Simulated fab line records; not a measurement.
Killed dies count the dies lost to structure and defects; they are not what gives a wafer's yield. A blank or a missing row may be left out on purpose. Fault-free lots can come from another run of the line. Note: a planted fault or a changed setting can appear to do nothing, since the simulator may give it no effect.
A struck lot beside a sound one | flow nand_harc | 19 out of 1302 route steps
Sound: the wafers L418.2, L418.4, L418.5. Struck: wafer L433.2 (L433.1, L433.5, from the same lot, were not struck and are left out); the cause is given at the end.
Order at every step that has rows: each side's tool, ch and its chambers, its first start. Under that, the readings that differ: sound wafers | struck wafers | difference of the means | sigmas: that difference in standard deviations of wafers without a fault.
alike: readings whose means differ by less than 2 such deviations, and words and numbers that are the same on both sides. not compared: withheld readings, readings that some wafer has no value for, bounds like >300 that may hide the same value, and numbers for which the record gives no deviation and whose values overlap.
Wherever a step has rows on one side only, a row that says differs or no value, or a row with sigmas, the two part there. Numbers that have no deviation but don't overlap get no sigmas and don't part them. A reading that every wafer of one side lacks parts them only if that side has two wafers or more.

first, 9 steps without rows for these wafers: NHARC_THIN_TSV_PVD_24 (deposits Al, target thk 800 nm); NHARC_THIN_TSV_DEHYDRATE_25 (time 120 s); NHARC_THIN_TSV_HMDS_26 (time 30 s); NHARC_THIN_TSV_COAT_27; NHARC_THIN_TSV_SOFTBAKE_28 (time 95 s); NHARC_THIN_TSV_EBR_29; NHARC_THIN_TSV_EXPOSE_30 (exposes mask PAD); NHARC_THIN_TSV_PEB_31 (peb time 85 s); NHARC_THIN_TSV_DEVELOP_32 (time 70 s).
NHARC_THIN_TSV_CD_MEAS_33: the cd target is 5000 nm.
  sound on cd_sem-03 ch 0, day 25 05:14; struck on cd_sem-02 ch 0, day 31 21:47
  alike: cd_nm
then, 1 step without rows for these wafers: NHARC_THIN_TSV_HARDBAKE_34 (time 80 s).
NHARC_THIN_TSV_DESCUM_35: chemistry O2, time 3 s.
  sound on rie_diel-13 ch 0,1, day 25 05:23; struck on rie_diel-10 ch 2, day 31 21:58
  reading                     | sound       | struck | difference | sigmas
  drypump_motor_current_A (A) | 5.4 6.4 6.4 | 4.8    | -1.3       | -3
  alike: oes_product_au, rf_vpp_V, showerhead_plenum_p_Torr, throttle_valve_pct
  not compared: rf_hours_counter_h
NHARC_THIN_TSV_ETCH_59: etches the open film in Cl2/BCl3, target depth 880 nm, time 138.1 s.
  sound on rie_metal-03 ch 0, day 25 05:31; struck on rie_metal-03 ch 0, day 31 22:04
  reading               | sound             | struck | difference | sigmas
  oes_product_au (a.u.) | 0.994 0.989 1.001 | 0.728  | -0.267     | -32
  alike: drypump_motor_current_A, he_backside_leak_sccm, throttle_valve_pct
  not compared: rf_hours_counter_h
NHARC_THIN_TSV_ETCH_36: etches the open film in Cl2/BCl3, target depth 65 nm, time 18.571 s.
  sound on rie_metal-03 ch 0,1, day 25 05:47; struck on rie_metal-03 ch 0, day 31 22:32
  alike: drypump_motor_current_A, he_backside_leak_sccm, oes_product_au
  not compared: rf_hours_counter_h
NHARC_THIN_TSV_STRIP_56: strips in O2.
  sound on plasma_asher-02 ch 0,1, day 25 05:53; struck on plasma_asher-02 ch 0, day 31 22:40
  alike: drypump_motor_current_A, heater_power_w, rf_refl_power_W
  not compared: rf_hours_counter_h
then, 1 step without rows for these wafers: NHARC_THIN_TSV_STRIP_57 (strips in post etch residue remover, time 1200 s).
NHARC_THIN_TSV_CD_MEAS_37:
  sound on cd_sem-03, day 25 06:41; struck on cd_sem-03, day 31 23:28
  reading    | sound                | struck | difference | sigmas
  cd_nm (nm) | 5000.4 4997.9 4995.3 | 5017.2 | +19.3      | +7
then, 2 steps without rows for these wafers: NHARC_THIN_TSV_ANNEAL_58 (time 1800 s); NHARC_END_SORT_01.

== WHERE THEY PART ==
At NHARC_THIN_TSV_DESCUM_35 first; at NHARC_THIN_TSV_CD_MEAS_37 last (within this record only).

WHY: whatever the simulator had introduced
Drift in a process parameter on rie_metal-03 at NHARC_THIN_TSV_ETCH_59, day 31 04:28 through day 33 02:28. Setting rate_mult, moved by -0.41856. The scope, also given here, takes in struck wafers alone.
